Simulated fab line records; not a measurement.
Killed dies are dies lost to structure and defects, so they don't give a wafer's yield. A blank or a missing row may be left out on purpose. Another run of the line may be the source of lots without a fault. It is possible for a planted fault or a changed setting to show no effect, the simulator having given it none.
Chamber matching    flow n5 finfet    N5_PASSIVATION_PECVD_00 on pecvd-01 has 3 sister chambers
The step deposits SiO2 from SiH4/N2O, target thk 200 nm, time 11.2 s. 3 wafers are shown with their chamber, then 8 later ones without.

== WAFERS PAIRED WITH THEIR CHAMBERS ==
wafer   chamber  throttle valve pct (%)
L084.5  1        50
L084.6  2        46
L086.2  0        55

== WAFERS WITHOUT THEIR CHAMBER ==
wafer   throttle valve pct (%)
L086.3  51
L086.6  50
L094.1  50
L094.4  55
L094.5  50
L093.3  55
L093.5  55
L093.6  46

== EACH ONE'S CHAMBER ==
wafer   from the rows above  in truth
L086.3  1                    1
L086.6  1                    1
L094.1  1                    1
L094.4  0                    0
L094.5  1                    1
L093.3  0                    0
L093.5  0                    0
L093.6  2                    2
Placed correctly: 8 of 8. Not placeable from these rows: 0. 0 placed wrongly.
How it was worked out, from the rows above alone: a wafer's distance from a chamber is the root of the sum, over the readings, of the square of ((its reading less the chamber's mean) divided by the reading's scatter). If the next closest chamber is less than 2 further off than the closest, the wafer can't be placed; otherwise it belongs to the closest. Each chamber's mean is taken over the wafers shown for it. The scatter (one wafer shown for each chamber): square how far every hidden wafer sits from the nearest shown wafer, average those squares and take the square root.
